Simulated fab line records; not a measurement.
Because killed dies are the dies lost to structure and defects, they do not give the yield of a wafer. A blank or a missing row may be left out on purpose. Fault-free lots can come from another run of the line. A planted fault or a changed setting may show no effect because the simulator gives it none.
Which tool is to blame? :: flow n5Finfet :: 14 lots with 42 wafers sampled at 4 steps, on a route of 1938 steps

== WHAT THE GAUGES READ, wafer by wafer ==
The record lacks any reading of a measuring or inspecting step that a usual standard deviation could be used to judge.

== WHICH TOOL RAN EACH LOT (tool, then ch and the chambers of the sampled wafers, then the start) ==
lot: L305
N5_BEOL_M0_PRE_CLEAN_131: cvdCo-02 ch 0,2, day 6 05:36
N5_BEOL_M0_DEP_125: pecvd-04 ch 0,1,2, day 6 05:49
N5_BEOL_M1_EXPOSE_08: euvScanner-01 ch 0, day 6 07:32
N5_BEOL_M1_DESCUM_16: rieDiel-02 ch 1,2,3, day 6 07:48

lot: L306
N5_BEOL_M0_PRE_CLEAN_131: cvdCo-01 ch 1,2, day 6 06:04
N5_BEOL_M0_DEP_125: pecvd-03 ch 0,1, day 6 06:13
N5_BEOL_M1_EXPOSE_08: euvScanner-02 ch 0, day 6 07:53
N5_BEOL_M1_DESCUM_16: rieDiel-03 ch 0,1,2, day 6 08:16

lot: L307
N5_BEOL_M0_PRE_CLEAN_131: cvdCo-02 ch 0,2, day 6 13:26
N5_BEOL_M0_DEP_125: pecvd-01 ch 0,1,2, day 6 13:39
N5_BEOL_M1_EXPOSE_08: euvScanner-01 ch 0, day 6 16:31
N5_BEOL_M1_DESCUM_16: rieDiel-03 ch 1,2,3, day 6 16:46

lot: L309
N5_BEOL_M0_PRE_CLEAN_131: cvdCo-01 ch 0,1,2, day 7 03:24
N5_BEOL_M0_DEP_125: pecvd-01 ch 0,1,2, day 7 03:34
N5_BEOL_M1_EXPOSE_08: euvScanner-01 ch 0, day 7 04:46
N5_BEOL_M1_DESCUM_16: rieDiel-05 ch 0,2,3, day 7 05:10

lot: L312
N5_BEOL_M0_PRE_CLEAN_131: cvdCo-01 ch 0,1,2, day 7 22:09
N5_BEOL_M0_DEP_125: pecvd-04 ch 1,2, day 7 22:18
N5_BEOL_M1_EXPOSE_08: euvScanner-01, day 7 22:59
N5_BEOL_M1_DESCUM_16: rieDiel-02 ch 1,2, day 7 23:43

lot: L313
N5_BEOL_M0_PRE_CLEAN_131: cvdCo-02 ch 0,1,2, day 8 01:42
N5_BEOL_M0_DEP_125: pecvd-01 ch 1,2, day 8 01:52
N5_BEOL_M1_EXPOSE_08: euvScanner-01, day 8 07:55
N5_BEOL_M1_DESCUM_16: rieDiel-02 ch 0,1,2, day 8 08:10

lot: L314
N5_BEOL_M0_PRE_CLEAN_131: cvdCo-01 ch 1,2, day 8 02:32
N5_BEOL_M0_DEP_125: pecvd-04 ch 0,1,2, day 8 02:41
N5_BEOL_M1_EXPOSE_08: euvScanner-01 ch 0, day 8 08:09
N5_BEOL_M1_DESCUM_16: rieDiel-05 ch 2,3, day 8 08:23

lot: L321
N5_BEOL_M0_PRE_CLEAN_131: cvdCo-02 ch 0,2, day 9 23:12
N5_BEOL_M0_DEP_125: pecvd-04 ch 0,2, day 9 23:21
N5_BEOL_M1_EXPOSE_08: euvScanner-01 ch 0, day 10 00:24
N5_BEOL_M1_DESCUM_16: rieDiel-05 ch 0,2,3, day 10 00:38

lot: L322
N5_BEOL_M0_PRE_CLEAN_131: cvdCo-02 ch 0,2, day 10 02:03
N5_BEOL_M0_DEP_125: pecvd-04 ch 0,2, day 10 02:12
N5_BEOL_M1_EXPOSE_08: euvScanner-01 ch 0, day 10 04:05
N5_BEOL_M1_DESCUM_16: rieDiel-05 ch 0,3, day 10 04:20

lot: L324
N5_BEOL_M0_PRE_CLEAN_131: cvdCo-02 ch 0,1, day 10 18:59
N5_BEOL_M0_DEP_125: pecvd-04 ch 0,1, day 10 19:09
N5_BEOL_M1_EXPOSE_08: euvScanner-01 ch 0, day 10 22:13
N5_BEOL_M1_DESCUM_16: rieDiel-05 ch 1,2, day 10 22:27

lot: L325
N5_BEOL_M0_PRE_CLEAN_131: cvdCo-01 ch 0,1,2, day 11 00:22
N5_BEOL_M0_DEP_125: pecvd-03 ch 1, day 11 00:32
N5_BEOL_M1_EXPOSE_08: euvScanner-02 ch 0, day 11 05:24
N5_BEOL_M1_DESCUM_16: rieDiel-03 ch 0,2, day 11 06:05

lot: L326
N5_BEOL_M0_PRE_CLEAN_131: cvdCo-01 ch 0,1,2, day 11 14:06
N5_BEOL_M0_DEP_125: pecvd-03 ch 0,1,2, day 11 14:16
N5_BEOL_M1_EXPOSE_08: euvScanner-02 ch 0, day 11 15:52
N5_BEOL_M1_DESCUM_16: rieDiel-02 ch 1,2,3, day 11 16:07

lot: L327
N5_BEOL_M0_PRE_CLEAN_131: cvdCo-02 ch 0,1,2, day 11 16:06
N5_BEOL_M0_DEP_125: pecvd-03 ch 0,2, day 11 16:16
N5_BEOL_M1_EXPOSE_08: euvScanner-02 ch 0, day 11 17:01
N5_BEOL_M1_DESCUM_16: rieDiel-05 ch 0,1, day 11 17:15

lot: L328
N5_BEOL_M0_PRE_CLEAN_131: cvdCo-01 ch 1,2, day 11 16:53
N5_BEOL_M0_DEP_125: pecvd-04 ch 0,1,2, day 11 17:02
N5_BEOL_M1_EXPOSE_08: euvScanner-01 ch 0, day 11 19:01
N5_BEOL_M1_DESCUM_16: rieDiel-02 ch 1,2, day 11 19:16
- N5_BEOL_M0_PRE_CLEAN_131: time 15 s.
- N5_BEOL_M0_DEP_125: deposits SiCN from 3MS/NH3, target thk 8 nm, time 14 s.
- N5_BEOL_M1_EXPOSE_08: exposes mask M1.
- N5_BEOL_M1_DESCUM_16: chemistry O2, time 7 s.

== WHAT THE TOOLS THEMSELVES READ (means of the sampled wafers that have a number; where no wafer has one, the mark that the record gives instead) ==
N5_BEOL_M0_PRE_CLEAN_131.
lot: L305
tool: cvdCo-02
heaterPowerW (W): 94
rfFwdPowerW (W): 296.4

lot: L306
tool: cvdCo-01
heaterPowerW (W): 54
rfFwdPowerW (W): 297.6

lot: L307
tool: cvdCo-02
heaterPowerW (W): 89
rfFwdPowerW (W): 297.6

lot: L309
tool: cvdCo-01
heaterPowerW (W): 78
rfFwdPowerW (W): 299.1

lot: L312
tool: cvdCo-01
heaterPowerW (W): 80
rfFwdPowerW (W): 297.5

lot: L313
tool: cvdCo-02
heaterPowerW (W): 71
rfFwdPowerW (W): 297.1

lot: L314
tool: cvdCo-01
heaterPowerW (W): 55
rfFwdPowerW (W): 298.6

lot: L321
tool: cvdCo-02
heaterPowerW (W): 95
rfFwdPowerW (W): 295.7

lot: L322
tool: cvdCo-02
heaterPowerW (W): 96
rfFwdPowerW (W): 296.7

lot: L324
tool: cvdCo-02
heaterPowerW (W): 65
rfFwdPowerW (W): 297.5

lot: L325
tool: cvdCo-01
heaterPowerW (W): 80
rfFwdPowerW (W): 297.2

lot: L326
tool: cvdCo-01
heaterPowerW (W): 79
rfFwdPowerW (W): 298.5

lot: L327
tool: cvdCo-02
heaterPowerW (W): 71
rfFwdPowerW (W): 297.5

lot: L328
tool: cvdCo-01
heaterPowerW (W): 54
rfFwdPowerW (W): 298.5

N5_BEOL_M0_DEP_125.
lot: L305
tool: pecvd-04
rfFwdPowerW (W): 200.0
showerheadPlenumPTorr (Torr): 3.671
throttleValvePct (%): 9.0

lot: L306
tool: pecvd-03
rfFwdPowerW (W): 200.6
showerheadPlenumPTorr (Torr): 3.663
throttleValvePct (%): 8.8

lot: L307
tool: pecvd-01
rfFwdPowerW (W): 199.4
showerheadPlenumPTorr (Torr): 3.663
throttleValvePct (%): 8.8

lot: L309
tool: pecvd-01
rfFwdPowerW (W): 199.8
showerheadPlenumPTorr (Torr): 3.665
throttleValvePct (%): 8.8

lot: L312
tool: pecvd-04
rfFwdPowerW (W): 199.8
showerheadPlenumPTorr (Torr): 3.673
throttleValvePct (%): 9.7

lot: L313
tool: pecvd-01
rfFwdPowerW (W): 199.1
showerheadPlenumPTorr (Torr): 3.666
throttleValvePct (%): 9.0

lot: L314
tool: pecvd-04
rfFwdPowerW (W): 200.5
showerheadPlenumPTorr (Torr): 3.670
throttleValvePct (%): 9.0

lot: L321
tool: pecvd-04
rfFwdPowerW (W): 200.1
showerheadPlenumPTorr (Torr): 3.670
throttleValvePct (%): 8.9

lot: L322
tool: pecvd-04
rfFwdPowerW (W): 200.6
showerheadPlenumPTorr (Torr): 3.671
throttleValvePct (%): 8.7

lot: L324
tool: pecvd-04
rfFwdPowerW (W): 200.6
showerheadPlenumPTorr (Torr): 3.671
throttleValvePct (%): 9.6

lot: L325
tool: pecvd-03
rfFwdPowerW (W): 200.2
showerheadPlenumPTorr (Torr): 3.651
throttleValvePct (%): 9.2

lot: L326
tool: pecvd-03
rfFwdPowerW (W): 200.2
showerheadPlenumPTorr (Torr): 3.657
throttleValvePct (%): 8.8

lot: L327
tool: pecvd-03
rfFwdPowerW (W): 200.8
showerheadPlenumPTorr (Torr): 3.664
throttleValvePct (%): 8.4

lot: L328
tool: pecvd-04
rfFwdPowerW (W): 200.3
showerheadPlenumPTorr (Torr): 3.674
throttleValvePct (%): 9.1

N5_BEOL_M1_EXPOSE_08.
lot: L305
tool: euvScanner-01
exposureDoseMJCm2: 32.88

lot: L306
tool: euvScanner-02
exposureDoseMJCm2: 32.92

lot: L307
tool: euvScanner-01
exposureDoseMJCm2: 32.86

lot: L309
tool: euvScanner-01
exposureDoseMJCm2: 32.86

lot: L312
tool: euvScanner-01
exposureDoseMJCm2: -

lot: L313
tool: euvScanner-01
exposureDoseMJCm2: -

lot: L314
tool: euvScanner-01
exposureDoseMJCm2: 32.86

lot: L321
tool: euvScanner-01
exposureDoseMJCm2: 32.85

lot: L322
tool: euvScanner-01
exposureDoseMJCm2: 32.86

lot: L324
tool: euvScanner-01
exposureDoseMJCm2: 32.86

lot: L325
tool: euvScanner-02
exposureDoseMJCm2: 32.86

lot: L326
tool: euvScanner-02
exposureDoseMJCm2: 32.89

lot: L327
tool: euvScanner-02
exposureDoseMJCm2: 32.87

lot: L328
tool: euvScanner-01
exposureDoseMJCm2: 32.84

N5_BEOL_M1_DESCUM_16.
lot: L305
tool: rieDiel-02
drypumpMotorCurrentA (A): 6.1
oesProductAu (a.u.): 0.75
rfFwdPowerW (W): 49.38
rfVppV (V): 243.1
showerheadPlenumPTorr (Torr): 2.10
throttleValvePct (%): 20.31

lot: L306
tool: rieDiel-03
drypumpMotorCurrentA (A): 5.8
oesProductAu (a.u.): 0.71
rfFwdPowerW (W): 49.36
rfVppV (V): 243.5
showerheadPlenumPTorr (Torr): 2.09
throttleValvePct (%): 20.80

lot: L307
tool: rieDiel-03
drypumpMotorCurrentA (A): 5.3
oesProductAu (a.u.): 0.73
rfFwdPowerW (W): 49.55
rfVppV (V): 243.6
showerheadPlenumPTorr (Torr): 2.14
throttleValvePct (%): 20.68

lot: L309
tool: rieDiel-05
drypumpMotorCurrentA (A): 6.3
oesProductAu (a.u.): 0.75
rfFwdPowerW (W): 49.38
rfVppV (V): 243.8
showerheadPlenumPTorr (Torr): 2.10
throttleValvePct (%): 20.46

lot: L312
tool: rieDiel-02
drypumpMotorCurrentA (A): 6.0
oesProductAu (a.u.): 0.75
rfFwdPowerW (W): 49.25
rfVppV (V): 241.8
showerheadPlenumPTorr (Torr): 2.03
throttleValvePct (%): 20.26

lot: L313
tool: rieDiel-02
drypumpMotorCurrentA (A): 5.8
oesProductAu (a.u.): 0.75
rfFwdPowerW (W): 49.54
rfVppV (V): 243.1
showerheadPlenumPTorr (Torr): 2.08
throttleValvePct (%): 20.21

lot: L314
tool: rieDiel-05
drypumpMotorCurrentA (A): 6.1
oesProductAu (a.u.): 0.72
rfFwdPowerW (W): 49.44
rfVppV (V): 243.7
showerheadPlenumPTorr (Torr): 2.14
throttleValvePct (%): 20.60

lot: L321
tool: rieDiel-05
drypumpMotorCurrentA (A): 6.3
oesProductAu (a.u.): 0.73
rfFwdPowerW (W): 49.51
rfVppV (V): 242.4
showerheadPlenumPTorr (Torr): 2.09
throttleValvePct (%): 20.48

lot: L322
tool: rieDiel-05
drypumpMotorCurrentA (A): 6.3
oesProductAu (a.u.): 0.73
rfFwdPowerW (W): 49.40
rfVppV (V): 241.5
showerheadPlenumPTorr (Torr): 2.06
throttleValvePct (%): 20.36

lot: L324
tool: rieDiel-05
drypumpMotorCurrentA (A): 5.7
oesProductAu (a.u.): 0.89
rfFwdPowerW (W): 49.60
rfVppV (V): 243.7
showerheadPlenumPTorr (Torr): 2.13
throttleValvePct (%): 20.43

lot: L325
tool: rieDiel-03
drypumpMotorCurrentA (A): 6.0
oesProductAu (a.u.): 0.93
rfFwdPowerW (W): 49.16
rfVppV (V): 242.7
showerheadPlenumPTorr (Torr): 2.09
throttleValvePct (%): 20.29

lot: L326
tool: rieDiel-02
drypumpMotorCurrentA (A): 6.1
oesProductAu (a.u.): 0.80
rfFwdPowerW (W): 49.56
rfVppV (V): 244.4
showerheadPlenumPTorr (Torr): 2.18
throttleValvePct (%): 20.27

lot: L327
tool: rieDiel-05
drypumpMotorCurrentA (A): 5.7
oesProductAu (a.u.): 0.89
rfFwdPowerW (W): 49.47
rfVppV (V): 242.6
showerheadPlenumPTorr (Torr): 2.10
throttleValvePct (%): 20.31

lot: L328
tool: rieDiel-02
drypumpMotorCurrentA (A): 6.0
oesProductAu (a.u.): 0.89
rfFwdPowerW (W): 49.37
rfVppV (V): 245.1
showerheadPlenumPTorr (Torr): 2.20
throttleValvePct (%): 20.09

== THE ANSWER, worked out from the rows above alone ==
Rule: usual is defined by the lots themselves. The widest of any qualifying gaps counts: lots, ordered by their means at a reading, are off when they make up no more than a third of the lots, leave a main group of 4 or more, and stand apart from it by 3 or more times the standard deviation of that group's means. If all means in a main group match to the digits the tables above print for the reading, that group is not used. A lot without any number at a reading at which 4 lots or more have one is off too. Any other lot the step has rows for is counted as sound. First the gauges in route order, then the tools' own readings, where a lot's mean is used as printed above. The first step at which some lot is off is used, and at that step the reading that is off furthest; a lot without a number counts as furthest.
Off, at N5_BEOL_M1_EXPOSE_08 on exposureDoseMJCm2: L312, L313. Without a number there: L312, L313. For the main group the mean is 32.87 and the standard deviation 0.02.
If a tool, at that step or one of the process steps before it, ran each lot that is off and ran no sound lot following the first of them, it fits. None of those tried fits.

== WHAT HAD BEEN PUT IN BY THE SIMULATOR ==
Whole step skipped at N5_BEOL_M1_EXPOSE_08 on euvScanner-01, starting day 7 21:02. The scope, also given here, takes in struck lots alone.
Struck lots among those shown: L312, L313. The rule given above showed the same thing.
